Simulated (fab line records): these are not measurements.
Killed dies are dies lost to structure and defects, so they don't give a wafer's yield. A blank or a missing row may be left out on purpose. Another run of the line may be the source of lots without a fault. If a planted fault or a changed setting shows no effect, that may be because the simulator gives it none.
fab line records	flow nand_harc
record: lots: 12	wafers: 36	last_day: 25
route steps=1159 shown P_STI@84 P_GATE@119 END@1159
lots untouched by any fault: they come from a run of this same line in which no faults occurred
start_h: hours from the record's opening day to when the first of the lot's shown wafers began	wait_h: how many hours have passed since the lot's step before this one	" the same as in the row above	L1.1+2: several wafers, shown together as one row	- either no value or no given start	* or withheld: withheld	< > ~ a bound
route shown NAME@n: names a module that has steps shown in the file, with the first one's number in the route	usual: mean/standard deviation of fault-free wafers	same: alike in all rows	chamber/n: place in a boat	sites: each site's reading	_std_site: standard deviation of those values	_edge_site: mean of outer sites minus mean of inner sites	radius_mm: how far each site lies from the wafer's centre	mask NAME#n: copy n	behind: the last tool/chamber to shape the wafer	hold: what put the lot on hold/how long, in hours/how the hold closed	device: the transistor (n, p or np) that didn't switch	end of line: the route-end tests of the same wafers	a step given without rows: its recipe and nothing more	killed: count of dies lost to structure and defects at first sort (not the wafer's yield)	map: dies across one wafer; x = killed, . = not, _ = none there
set.NAME: the setting as run; set.NAME@STEP: as run at that earlier step	model.NAME: the simulator's own value behind a step, which no gauge read
one table for each step of the route and one row for each wafer, over a sample of lots
services: a tool's chamber out of use, with start hour (start_h, from the record's first day; less than 0 if before it), hours out, and reason
== steps ==
step: NHARC_P_STI_OVL_MEAS_10
usual: overlay_x_nm: 1/6.1	overlay_y_nm: -1/7.7
lot.wafer	tool	chamber	start_h	wait_h	overlay_x_nm	overlay_y_nm
L563.3	overlay-01	-	35.67	-	0	-5
L563.4	"	-	"	"	0	-5
L563.5	"	-	"	"	0	-5
L566.1	overlay-02	-	52.20	-	12	6
L566.2	"	-	"	"	13	6
L566.6	"	-	"	"	13	6
L567.3	overlay-01	-	62.06	-	-1	-6
L567.4	"	-	"	"	-1	-6
L567.6	"	-	"	"	-1	-6
L573.1	overlay-01	-	96.80	-	-3	1
L573.4	"	-	"	"	-2	1
L573.5	"	-	"	"	-2	1
L577.2	overlay-01	-	119.01	-	1	2
L577.4	"	-	"	"	1	1
L577.5	"	-	"	"	1	2
L578.1	overlay-01	-	128.32	-	-6	-13
L578.3	"	-	"	"	-6	-13
L578.4	"	-	"	"	-6	-13
L579.1	overlay-02	-	128.47	-	2	-3
L579.3	"	-	"	"	2	-2
L579.6	"	-	"	"	3	-2
L581.3	overlay-01	-	143.18	-	-7	11
L581.4	"	-	"	"	-8	10
L581.6	"	-	"	"	-8	10
L582.1	overlay-02	-	149.19	-	-4	-7
L582.3	"	-	"	"	-4	-7
L582.6	"	-	"	"	-3	-7
L584.1	overlay-02	-	162.06	-	1	7
L584.2	"	-	"	"	1	7
L584.4	"	-	"	"	1	7
L585.1	overlay-02	-	168.47	-	12	-6
L585.3	"	-	"	"	12	-5
L585.5	"	-	"	"	13	-6
L586.1	overlay-01	-	174.22	-	-4	8
L586.4	"	-	"	"	-3	8
L586.6	"	-	"	"	-3	8
step: NHARC_P_STI_ETCH_42
recipe: target_depth_a: 800	overetch_a: 240	time_s: 61	ion_energy_ev: 200	n2_flow_sccm: 150	h2_flow_sccm: 150	ar_flow_sccm: 0	rf_w: 400	bias_w: 150	chemistry: N2/H2
usual: drypump_motor_current_A: 6.0/0.46	oes_product_au: 0.998/0.0092	rf_vpp_V: 430.2/2.6	showerhead_plenum_p_Torr: 2.03/0.092	throttle_valve_pct: 14.171/0.0091
lot.wafer	tool	chamber	start_h	wait_h	drypump_motor_current_A	oes_product_au	rf_hours_counter_h	rf_vpp_V	showerhead_plenum_p_Torr	throttle_valve_pct
L563.4	rie_diel-08	1	35.94	0.1	6.3	0.987	5.1	434.8	2.18	14.179
L563.3	"	2	"	"	6.3	0.994	4.4	431.8	2.07	14.180
L563.5	"	0	"	"	6.1	0.997	-	432.3	2.12	14.157
L566.1	rie_diel-11	1	52.46	0.1	6.0	1.002	0.5	429.6	2.00	14.159
L566.2	"	2	"	"	5.9	0.981	0.7	428.6	1.95	14.162
L566.6	"	1	"	"	6.0	0.990	-	430.0	2.00	14.167
L567.3	rie_diel-09	2	62.33	0.1	5.6	1.006	5.5	429.9	2.07	14.159
L567.4	"	0	"	"	5.6	1.018	5.3	428.8	1.98	14.169
L567.6	"	2	"	"	5.6	1.003	-	431.9	2.07	14.163
L573.4	rie_diel-11	3	97.05	0.1	6.2	0.995	1.9	427.5	1.95	14.185
L573.1	"	2	"	"	5.9	0.982	1.5	428.8	1.95	14.172
L573.5	"	0	"	"	6.6	1.007	-	433.9	2.14	14.167
L577.2	rie_diel-09	0	119.27	0.1	5.6	1.014	1.0	427.7	1.97	14.169
L577.4	"	1	"	"	5.3	0.995	0.9	428.2	1.92	14.178
L577.5	"	3	"	"	5.1	0.991	-	427.1	1.93	14.180
L578.3	rie_diel-11	3	128.58	0.1	6.3	1.004	2.8	428.7	1.95	14.180
L578.4	"	1	"	"	6.0	1.000	2.5	428.4	2.00	14.168
L578.1	"	2	"	"	5.9	0.992	2.2	427.3	1.95	14.203
L579.3	rie_diel-09	3	128.73	0.1	5.1	0.978	1.2	427.4	1.93	14.190
L579.1	"	2	"	"	5.6	0.994	1.1	431.8	2.07	14.184
L579.6	"	0	"	"	5.6	1.002	-	428.7	1.98	14.175
L581.3	rie_diel-08	1	143.44	0.1	6.3	0.993	0.6	432.6	2.18	14.176
L581.4	"	2	"	"	6.3	0.995	0.9	432.5	2.06	14.172
L581.6	"	2	"	"	6.3	0.995	-	431.5	2.06	14.164
L582.1	rie_diel-11	2	149.44	0.1	5.9	0.988	2.9	428.9	1.95	14.156
L582.3	"	0	"	"	6.6	1.002	3.4	433.2	2.14	14.173
L582.6	"	3	"	"	6.3	0.999	-	427.1	1.95	14.162
L584.2	rie_diel-09	1	162.33	0.1	5.3	0.981	2.5	427.7	1.92	14.180
L584.1	"	0	"	"	5.6	1.000	2.7	429.4	1.97	14.176
L584.4	"	1	"	"	5.3	0.983	-	426.6	1.92	14.163
L585.1	rie_diel-08	0	168.72	0.1	6.1	1.011	2.5	431.6	2.11	14.183
L585.3	"	1	"	"	6.3	0.989	3.2	434.2	2.18	14.165
L585.5	"	1	"	"	6.3	0.988	-	435.3	2.18	14.175
L586.1	rie_diel-11	2	174.49	0.1	5.9	0.992	3.6	426.1	1.95	14.169
L586.4	"	3	"	"	6.2	1.002	4.1	427.4	1.95	14.182
L586.6	"	0	"	"	6.6	0.999	-	431.6	2.14	14.167
step: NHARC_P_GATE_EXPOSE_08
recipe: na: 0.6	dose_mj: 16.75	mask_id: P_HV
lot.wafer	tool	chamber	start_h	wait_h	mask
L563.3+4+5	krf_scanner-04	0	69.95	-	P_HV#0
L566.1+2+6	krf_scanner-04	0	87.44	-	P_HV#0
L567.3+4+6	krf_scanner-02	0	99.41	-	P_NSD#0
L573.1+4+5	krf_scanner-04	0	135.51	-	P_HV#0
L577.2+4+5	krf_scanner-02	0	158.68	-	P_HV#0
L578.1+3+4	krf_scanner-04	0	163.72	-	P_HV#0
L579.1+3+6	krf_scanner-02	0	163.88	-	P_HV#0
L581.3+4+6	krf_scanner-02	0	176.37	-	P_HV#0
L582.1+3+6	krf_scanner-02	0	188.12	-	P_HV#0
L584.1+2+4	krf_scanner-02	0	199.08	-	P_HV#0
L586.1+4+6	krf_scanner-04	0	205.99	-	P_HV#0
L585.1+3+5	krf_scanner-01	0	206.15	-	P_HV#0
step: NHARC_P_GATE_CD_MEAS_11
recipe: target_cd_nm: 1640	landing_energy_ev: 500
usual: cd_nm: 1640.5/1.8
same: landing_energy_ev: 500
lot.wafer	tool	chamber	start_h	wait_h	cd_nm
L563.3	cd_sem-02	0	70.10	-	1642.3
L563.4	"	0	"	"	1638.6
L563.5	"	0	"	"	1638.1
L566.1	cd_sem-03	0	87.59	-	1638.3
L566.2	"	0	"	"	1640.8
L566.6	"	0	"	"	1638.8
L567.3	cd_sem-03	0	99.56	-	-
L567.4	"	0	"	"	-
L567.6	"	0	"	"	-
L573.1	cd_sem-01	0	135.67	-	1638.9
L573.4	"	0	"	"	1640.3
L573.5	"	0	"	"	1641.4
L577.2	cd_sem-01	0	158.84	-	1638.9
L577.4	"	0	"	"	1639.6
L577.5	"	0	"	"	1640.4
L578.1	cd_sem-02	0	163.88	-	1643.6
L578.3	"	0	"	"	1644.7
L578.4	"	0	"	"	1644.9
L579.1	cd_sem-02	0	164.04	-	1641.2
L579.3	"	0	"	"	1639.1
L579.6	"	0	"	"	1639.3
L581.3	cd_sem-01	0	176.52	-	1640.8
L581.4	"	0	"	"	1643.5
L581.6	"	0	"	"	1639.9
L582.1	cd_sem-03	0	188.28	-	1639.2
L582.3	"	0	"	"	1640.2
L582.6	"	0	"	"	1640.6
L584.1	cd_sem-02	0	199.24	-	1639.3
L584.2	"	0	"	"	1640.0
L584.4	"	0	"	"	1638.8
L586.1	cd_sem-01	0	206.15	-	1641.3
L586.4	"	0	"	"	1642.4
L586.6	"	0	"	"	1641.5
L585.1	cd_sem-02	0	206.31	-	1642.6
L585.3	"	0	"	"	1642.0
L585.5	"	0	"	"	1641.0
step: NHARC_P_GATE_DEP_103
recipe: target_thk_a: 300	target_thk_nm: 30	temp_c: 400	flow_sccm: 200	rf_w: 350	material: SiON
usual: heater_power_w: 696/76
lot.wafer	tool	chamber	start_h	wait_h	heater_power_w
L563.3	pecvd-04	1	83.68	0.5	781
L563.4	"	2	"	"	709
L563.5	"	0	"	"	891
L566.2	pecvd-02	0	101.43	0.5	700
L566.1	"	1	"	"	708
L566.6	"	1	"	"	702
L567.3	pecvd-02	0	114.60	0.3	648
L567.6	"	1	"	"	644
L567.4	"	2	"	"	632
L573.1	pecvd-03	2	149.22	0.6	636
L573.4	"	2	"	"	647
L573.5	"	1	"	"	652
L577.2	pecvd-04	2	172.29	0.5	788
L577.4	"	0	"	"	794
L577.5	"	2	"	"	789
L578.3	pecvd-03	0	176.91	0.3	561
L578.1	"	1	"	"	752
L578.4	"	2	"	"	632
L579.3	pecvd-03	1	177.65	0.4	715
L579.1	"	2	"	"	633
L579.6	"	1	"	"	703
L581.3	pecvd-04	0	190.62	0.4	834
L581.4	"	1	"	"	774
L581.6	"	2	"	"	753
L582.3	pecvd-02	2	201.53	0.3	624
L582.1	"	1	"	"	655
L582.6	"	1	"	"	657
L584.2	pecvd-03	1	214.14	0.5	725
L584.1	"	0	"	"	657
L584.4	"	0	"	"	659
L586.1	pecvd-03	1	221.84	0.6	757
L586.4	"	2	"	"	656
L586.6	"	0	"	"	621
L585.1	pecvd-03	1	222.34	0.6	765
L585.3	"	0	"	"	622
L585.5	"	2	"	"	641
step: NHARC_END_SORT_01
recipe: temp_c: 25
usual: killed_at_array: 27/11	killed_at_other: 0.7/1.1	killed_at_periphery: 3.4/2.1	killed_dies: 31/12	killed_open: 3.6/2	killed_short: 2.0/1.3
same: gross_dies: 677
lot.wafer	tool	chamber	start_h	wait_h	hold	killed_at_array	killed_at_other	killed_at_periphery	killed_dies	killed_open	killed_short
L563.3	prober-02	0	436.89	3.1	-	16	1	3	20	4	2
L563.4	prober-02	0	437.69	3.4	-	13	0	2	15	2	4
L563.5	prober-02	0	438.50	3.7	-	14	0	7	21	6	2
L566.1	prober-01	0	450.72	2.5	-	16	1	3	20	6	2
L566.2	prober-01	0	451.52	2.8	-	15	0	4	19	3	2
L566.6	prober-01	0	454.68	4.0	-	16	0	2	18	5	0
L567.3	prober-01	0	479.76	3.1	await_dispo/1.1h/scrap	15	2	660	677	6	1
L567.4	prober-01	0	480.56	3.4	await_dispo/1.1h/scrap	22	0	655	677	0	1
L567.6	prober-01	0	482.15	4.0	await_dispo/1.1h/scrap	27	0	650	677	3	1
L573.1	prober-02	0	498.36	2.5	-	19	0	3	22	4	2
L573.4	prober-02	0	500.75	3.4	-	19	0	2	21	8	3
L573.5	prober-02	0	501.54	3.7	-	11	0	3	14	1	3
L577.2	prober-02	0	506.88	2.8	-	12	3	3	18	2	3
L577.4	prober-02	0	508.44	3.3	-	34	0	1	35	5	1
L577.5	prober-02	0	509.23	3.6	-	25	2	1	28	3	1
L578.1	prober-01	0	532.62	2.5	-	22	0	5	27	3	2
L578.3	prober-01	0	534.22	3.1	-	23	1	4	28	5	1
L578.4	prober-01	0	535.02	3.4	-	23	2	5	30	0	3
L581.3	prober-02	0	534.21	3.1	-	17	0	3	20	1	4
L581.4	prober-02	0	535.00	3.4	-	29	0	1	30	4	3
L581.6	prober-02	0	536.59	4.0	-	24	0	0	24	1	2
L579.1	prober-02	0	540.38	2.5	-	37	1	7	45	7	4
L579.3	prober-02	0	541.98	3.1	-	45	0	6	51	2	2
L579.6	prober-02	0	544.37	4.0	-	31	0	2	33	3	2
L582.1	prober-02	0	548.16	2.5	-	24	0	9	33	3	1
L582.3	prober-02	0	549.77	3.1	-	37	0	6	43	2	6
L582.6	prober-02	0	552.20	4.0	-	22	1	8	31	5	2
L584.1	prober-02	0	557.17	2.6	-	32	0	0	32	2	1
L584.2	prober-02	0	557.99	2.9	-	42	0	3	45	5	2
L584.4	prober-02	0	559.63	3.5	-	41	0	1	42	3	1
L586.1	prober-01	0	570.98	2.5	-	14	0	1	15	2	3
L586.4	prober-01	0	573.46	3.5	-	20	0	2	22	1	3
L586.6	prober-01	0	575.12	4.1	-	20	0	3	23	4	3
L585.1	prober-01	0	588.30	2.5	-	30	4	6	40	4	2
L585.3	prober-01	0	589.91	3.1	-	26	4	2	32	6	1
L585.5	prober-01	0	591.52	3.7	-	30	2	2	34	5	1
killed by level:class
L563.3 A_CHANNEL_HOLE_D1:chamber_film_flake=4 A_STAIRCASE:chamber_film_flake=3 A_SLIT:chamber_film_flake=3 A_CHANNEL_FILL_D1:geometric_particle:open=2 A_CHANNEL_FILL_D1:chamber_film_flake=2 P_GATE:geometric_particle:short=1 P_M0:geometric_particle:open=1 A_CHANNEL_FILL_D1:geometric_particle:short=1
L563.4 A_SLIT:chamber_film_flake=3 A_ONON_D1:geometric_particle:short=2 A_STAIRCASE:chamber_film_flake=2 A_CONTACT:chamber_film_flake=2 P_M0:geometric_particle:open=1 A_WL_FILL:geometric_particle:short=1 A_M0:geometric_particle:short=1 A_M0:geometric_particle:open=1
L563.5 A_STAIRCASE:chamber_film_flake=4 P_CONTACT:geometric_particle:open=2 P_M0:geometric_particle:open=2 P_BONDPAD:chamber_film_flake=2 A_SLIT:chamber_film_flake=2 A_ONON_D1:geometric_particle:short=1 A_ONON_D1:geometric_particle:open=1 A_CHANNEL_FILL_D1:geometric_particle:short=1
L566.1 A_CONTACT:chamber_film_flake=3 A_ONON_D1:geometric_particle:open=2 A_CHANNEL_HOLE_D1:chamber_film_flake=2 P_CONTACT:geometric_particle:open=1 A_ONON_D1:geometric_particle:short=1 A_CHANNEL_HOLE_D1:geometric_particle:short=1 A_WL_FILL:geometric_particle:open=1 A_BLC:geometric_particle:open=1
L566.2 A_CHANNEL_HOLE_D1:chamber_film_flake=4 A_CONTACT:chamber_film_flake=3 A_CHANNEL_FILL_D1:chamber_film_flake=2 A_STAIRCASE:chamber_film_flake=2 P_STI:geometric_particle:short=1 P_GATE:geometric_particle:short=1 P_CONTACT:geometric_particle:open=1 A_BLC:geometric_particle:open=1
L566.6 A_M0:geometric_particle:open=3 A_STAIRCASE:chamber_film_flake=3 A_CONTACT:chamber_film_flake=3 A_CHANNEL_FILL_D1:chamber_film_flake=2 A_WL_FILL:chamber_film_flake=2 A_CHANNEL_FILL_D1:geometric_particle:open=1 A_WL_FILL:geometric_particle:open=1 P_ZERO_WELL:chamber_film_flake=1
L567.3 P_GATE:area_expose=655 A_SLIT:chamber_film_flake=4 A_BLC:chamber_film_flake=4 A_STAIRCASE:chamber_film_flake=3 STARTING-WAFER:geometric_particle:open=2 P_GATE:chamber_film_flake=2 P_STI:geometric_particle:open=1 P_M0:geometric_particle:open=1
L567.4 P_GATE:area_expose=654 A_SLIT:chamber_film_flake=13 A_BLC:chamber_film_flake=4 A_STAIRCASE:chamber_film_flake=2 A_ONON_D1:geometric_particle:short=1 P_GATE:chamber_film_flake=1 A_ZERO_WELL:chamber_film_flake=1 A_BONDPAD:chamber_film_flake=1
L567.6 P_GATE:area_expose=646 A_SLIT:chamber_film_flake=11 A_BONDPAD:chamber_film_flake=6 A_CHANNEL_HOLE_D1:chamber_film_flake=3 A_STAIRCASE:chamber_film_flake=3 P_GATE:chamber_film_flake=2 A_BLC:chamber_film_flake=2 P_GATE:geometric_particle:short=1
L573.1 A_STAIRCASE:chamber_film_flake=5 A_CHANNEL_HOLE_D1:chamber_film_flake=4 A_CONTACT:chamber_film_flake=4 P_GATE:chamber_film_flake=2 A_SOURCE_PLATE:geometric_particle:short=1 A_CHANNEL_FILL_D1:geometric_particle:open=1 A_WL_FILL:geometric_particle:open=1 A_CONTACT:geometric_particle:open=1
L573.4 A_STAIRCASE:chamber_film_flake=7 A_CONTACT:geometric_particle:open=4 P_M0:geometric_particle:open=1 A_ONON_D1:geometric_particle:open=1 A_ONON_D1:geometric_particle:short=1 A_CHANNEL_FILL_D1:geometric_particle:short=1 A_WL_FILL:geometric_particle:short=1 A_WL_FILL:geometric_particle:open=1
L573.5 A_CHANNEL_HOLE_D1:chamber_film_flake=4 P_GATE:chamber_film_flake=2 A_STAIRCASE:chamber_film_flake=2 P_M0:geometric_particle:short=1 A_ONON_D1:geometric_particle:open=1 A_CHANNEL_HOLE_D1:geometric_particle:short=1 A_SGD_CUT:geometric_particle:short=1 A_ZERO_WELL:chamber_film_flake=1
L577.2 A_SLIT:chamber_film_flake=3 A_CONTACT:chamber_film_flake=3 THIN_TSV:chamber_film_flake=3 A_CHANNEL_HOLE_D1:chamber_film_flake=2 A_STAIRCASE:chamber_film_flake=2 P_STI:geometric_particle:open=1 P_GATE:geometric_particle:open=1 P_CONTACT:geometric_particle:short=1
L577.4 A_SLIT:chamber_film_flake=16 A_CHANNEL_HOLE_D1:chamber_film_flake=3 A_WL_FILL:chamber_film_flake=3 A_CONTACT:chamber_film_flake=3 A_CONTACT:geometric_particle:open=2 A_M0:chamber_film_flake=2 P_CONTACT:geometric_particle:open=1 A_WL_FILL:geometric_particle:open=1
L577.5 A_SLIT:chamber_film_flake=11 A_CHANNEL_HOLE_D1:chamber_film_flake=4 A_CONTACT:geometric_particle:open=2 THIN_TSV:chamber_film_flake=2 A_WL_FILL:chamber_film_flake=2 A_WL_FILL:geometric_particle:open=1 A_CONTACT:geometric_particle:short=1 P_M1:chamber_film_flake=1
L578.1 A_SLIT:chamber_film_flake=12 A_CHANNEL_HOLE_D1:chamber_film_flake=2 A_STAIRCASE:chamber_film_flake=2 A_CONTACT:chamber_film_flake=2 P_M0:geometric_particle:open=1 A_ONON_D1:geometric_particle:short=1 A_CHANNEL_FILL_D1:geometric_particle:short=1 A_M0:geometric_particle:open=1
L581.3 A_SLIT:chamber_film_flake=5 A_CHANNEL_HOLE_D1:chamber_film_flake=4 A_CONTACT:chamber_film_flake=4 P_M1:geometric_particle:short=1 A_ONON_D1:geometric_particle:short=1 A_WL_FILL:geometric_particle:short=1 A_WL_FILL:geometric_particle:open=1 A_M0:geometric_particle:short=1
L578.3 A_SLIT:chamber_film_flake=8 A_CHANNEL_HOLE_D1:chamber_film_flake=5 P_STI:chamber_film_flake=3 A_CONTACT:chamber_film_flake=3 A_STAIRCASE:chamber_film_flake=2 A_ONON_D1:geometric_particle:open=1 A_STAIRCASE:geometric_particle:open=1 A_SLIT:geometric_particle:open=1
L581.4 A_SLIT:chamber_film_flake=18 A_WL_FILL:chamber_film_flake=3 P_M0:geometric_particle:open=1 A_ONON_D1:geometric_particle:short=1 A_ONON_D1:geometric_particle:open=1 A_SGD_CUT:geometric_particle:short=1 A_WL_FILL:geometric_particle:short=1 A_WL_FILL:geometric_particle:open=1
L578.4 A_SLIT:chamber_film_flake=15 A_CHANNEL_HOLE_D1:chamber_film_flake=5 P_STI:chamber_film_flake=3 THIN_TSV:chamber_film_flake=2 P_GATE:geometric_particle:short=1 A_SOURCE_PLATE:geometric_particle:short=1 A_SGD_CUT:geometric_particle:short=1 P_M0:chamber_film_flake=1
L581.6 A_SLIT:chamber_film_flake=12 A_CHANNEL_HOLE_D1:chamber_film_flake=6 A_CONTACT:chamber_film_flake=2 A_ONON_D1:geometric_particle:short=1 A_CONTACT:geometric_particle:open=1 A_M0:geometric_particle:short=1 A_STAIRCASE:chamber_film_flake=1
L579.1 A_CHANNEL_HOLE_D1:chamber_film_flake=23 P_ZERO_WELL:chamber_film_flake=5 A_CONTACT:chamber_film_flake=4 A_CONTACT:geometric_particle:open=3 P_CONTACT:geometric_particle:open=2 A_CONTACT:geometric_particle:short=2 A_CHANNEL_FILL_D1:geometric_particle:short=1 A_SGD_CUT:geometric_particle:open=1
L579.3 A_CHANNEL_HOLE_D1:chamber_film_flake=32 A_CONTACT:chamber_film_flake=8 P_ZERO_WELL:chamber_film_flake=5 A_CHANNEL_FILL_D1:geometric_particle:short=1 A_SGD_CUT:geometric_particle:open=1 A_SGD_CUT:geometric_particle:short=1 A_CONTACT:geometric_particle:open=1 P_GATE:chamber_film_flake=1
L579.6 A_CHANNEL_HOLE_D1:chamber_film_flake=24 A_M0:geometric_particle:open=2 P_ZERO_WELL:chamber_film_flake=2 A_CHANNEL_FILL_D1:geometric_particle:open=1 A_STAIRCASE:geometric_particle:short=1 A_M0:geometric_particle:short=1 A_CONTACT:chamber_film_flake=1 A_M1:chamber_film_flake=1
L582.1 A_CHANNEL_HOLE_D1:chamber_film_flake=20 P_BONDPAD:chamber_film_flake=4 P_GATE:chamber_film_flake=2 P_M1:chamber_film_flake=2 P_STI:geometric_particle:open=1 A_CHANNEL_FILL_D1:geometric_particle:open=1 A_CHANNEL_FILL_D1:geometric_particle:short=1 A_M0:geometric_particle:open=1
L582.3 A_CHANNEL_HOLE_D1:chamber_film_flake=26 P_BONDPAD:chamber_film_flake=5 A_CONTACT:geometric_particle:short=2 A_CONTACT:chamber_film_flake=2 A_SOURCE_PLATE:geometric_particle:short=1 A_CHANNEL_HOLE_D1:geometric_particle:short=1 A_STAIRCASE:geometric_particle:open=1 A_WL_FILL:geometric_particle:short=1
L582.6 A_CHANNEL_HOLE_D1:chamber_film_flake=17 P_GATE:chamber_film_flake=3 P_BONDPAD:chamber_film_flake=2 P_M0:geometric_particle:open=1 P_M1:geometric_particle:open=1 A_ONON_D1:geometric_particle:short=1 A_SLIT:geometric_particle:open=1 A_WL_FILL:geometric_particle:short=1
L584.1 A_CHANNEL_HOLE_D1:chamber_film_flake=19 A_ZERO_WELL:chamber_film_flake=4 A_WL_FILL:chamber_film_flake=2 A_CONTACT:chamber_film_flake=2 A_CHANNEL_FILL_D1:geometric_particle:open=1 A_CONTACT:geometric_particle:short=1 A_CONTACT:geometric_particle:open=1 A_STAIRCASE:chamber_film_flake=1
L584.2 A_CHANNEL_HOLE_D1:chamber_film_flake=27 A_CONTACT:chamber_film_flake=4 A_ZERO_WELL:chamber_film_flake=3 A_SGD_CUT:chamber_film_flake=3 A_CONTACT:geometric_particle:open=2 P_STI:geometric_particle:short=1 P_CONTACT:geometric_particle:open=1 A_CHANNEL_FILL_D1:geometric_particle:short=1
L584.4 A_CHANNEL_HOLE_D1:chamber_film_flake=30 A_CONTACT:chamber_film_flake=4 A_SGD_CUT:chamber_film_flake=2 P_M0:geometric_particle:open=1 A_CHANNEL_FILL_D1:geometric_particle:open=1 A_WL_FILL:geometric_particle:short=1 A_M0:geometric_particle:open=1 A_ZERO_WELL:chamber_film_flake=1
L586.1 A_CHANNEL_HOLE_D1:chamber_film_flake=5 A_CONTACT:chamber_film_flake=2 A_CHANNEL_FILL_D1:geometric_particle:short=2 A_M0:chamber_film_flake=2 P_M0:geometric_particle:open=1 A_CONTACT:geometric_particle:short=1 A_CONTACT:geometric_particle:open=1 A_SLIT:chamber_film_flake=1
L586.4 A_CHANNEL_HOLE_D1:chamber_film_flake=10 A_CONTACT:chamber_film_flake=3 A_SOURCE_PLATE:geometric_particle:short=1 A_CHANNEL_FILL_D1:geometric_particle:short=1 A_WL_FILL:geometric_particle:short=1 A_WL_FILL:geometric_particle:open=1 P_GATE:chamber_film_flake=1 P_CONTACT:chamber_film_flake=1
L586.6 A_CHANNEL_HOLE_D1:chamber_film_flake=6 A_CONTACT:geometric_particle:open=3 P_GATE:chamber_film_flake=3 A_STAIRCASE:chamber_film_flake=3 A_SLIT:chamber_film_flake=2 A_M0:chamber_film_flake=2 A_SOURCE_PLATE:geometric_particle:short=1 A_ONON_D1:geometric_particle:short=1
L585.1 A_SLIT:chamber_film_flake=11 A_CHANNEL_HOLE_D1:chamber_film_flake=10 THIN_TSV:chamber_film_flake=4 P_ZERO_WELL:chamber_film_flake=3 A_CONTACT:geometric_particle:open=2 A_WL_FILL:chamber_film_flake=2 A_CONTACT:chamber_film_flake=2 P_GATE:geometric_particle:short=1
L585.3 A_SLIT:chamber_film_flake=9 A_CHANNEL_HOLE_D1:chamber_film_flake=7 A_CONTACT:chamber_film_flake=3 THIN_TSV:chamber_film_flake=3 P_GATE:geometric_particle:open=1 P_CONTACT:geometric_particle:short=1 A_CHANNEL_HOLE_D1:geometric_particle:open=1 A_CONTACT:geometric_particle:open=1
L585.5 A_SLIT:chamber_film_flake=12 A_CHANNEL_HOLE_D1:chamber_film_flake=11 P_CONTACT:geometric_particle:open=2 THIN_TSV:chamber_film_flake=2 A_CHANNEL_HOLE_D1:geometric_particle:open=1 A_CONTACT:geometric_particle:open=1 A_BLC:geometric_particle:open=1 A_M0:geometric_particle:short=1
== services ==
tool	chamber	start_h	hours	kind
rie_diel-11	-	12.50	9.0	pm
pecvd-04	-	14.33	13.0	pm
pecvd-03	-	23.73	0.5	repair
krf_scanner-02	-	38.29	4.0	pm
pecvd-02	-	61.36	1.2	repair
rie_diel-11	2	62.74	13.8	repair
krf_scanner-02	-	68.71	1.9	repair
rie_diel-09	-	77.10	9.0	pm
krf_scanner-04	-	84.49	1.3	repair
krf_scanner-02	-	91.53	2.4	repair
pecvd-02	2	97.30	4.5	repair
krf_scanner-02	-	103.60	0.6	repair
krf_scanner-04	-	109.94	0.4	repair
krf_scanner-02	-	109.95	0.4	repair
pecvd-03	-	111.13	13.0	pm
krf_scanner-04	-	126.00	4.0	pm
rie_diel-09	-	127.60	0.3	repair
pecvd-03	-	156.91	0.2	repair
rie_diel-09	2	161.96	8.5	repair
rie_diel-09	2	170.48	10.0	repair
krf_scanner-04	-	187.28	0.4	repair
rie_diel-11	-	189.50	9.0	pm
krf_scanner-02	-	210.29	4.0	pm
rie_diel-09	1	216.04	13.2	repair
== key ==
first_sign: step: NHARC_P_GATE_EXPOSE_08	reading: mask	direction: changed
effect: step: NHARC_P_GATE_CD_MEAS_11	reading: cd_nm	direction: missing
effect: step: NHARC_END_SORT_01	reading: killed_at_periphery	direction: up	sigmas: 99+	usual: 3.4	struck: 655
more_kills_born_at: NHARC_P_GATE_EXPOSE_08@krf_scanner-02: 1955
met_at NHARC_P_GATE_EXPOSE_08
struck_lots L567
later_rows_left_out L567.3,L567.4,L567.6
tester_left_out L567
not_acting_at NHARC_P_STI_OVL_MEAS_10,NHARC_P_STI_ETCH_42,NHARC_P_GATE_DEP_103
fault: kind: wrong_mask	tool: any	chamber: -	onset_h: 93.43	steps: NHARC_P_GATE_EXPOSE_08	aux_copy: P_NSD#0	scope: struck_lots_only
tester_left_out: of these lots the tester's yield and bins aren't shown, on N5 and GAA mostly nor the transistor test; their killed dies are dies lost to structure and defects alone, not to doping, threshold or leakage, so they don't give the yield
later_rows_left_out: the simulator's readings of these wafers behind a module that went badly wrong aren't trusted and aren't shown, but for the sort
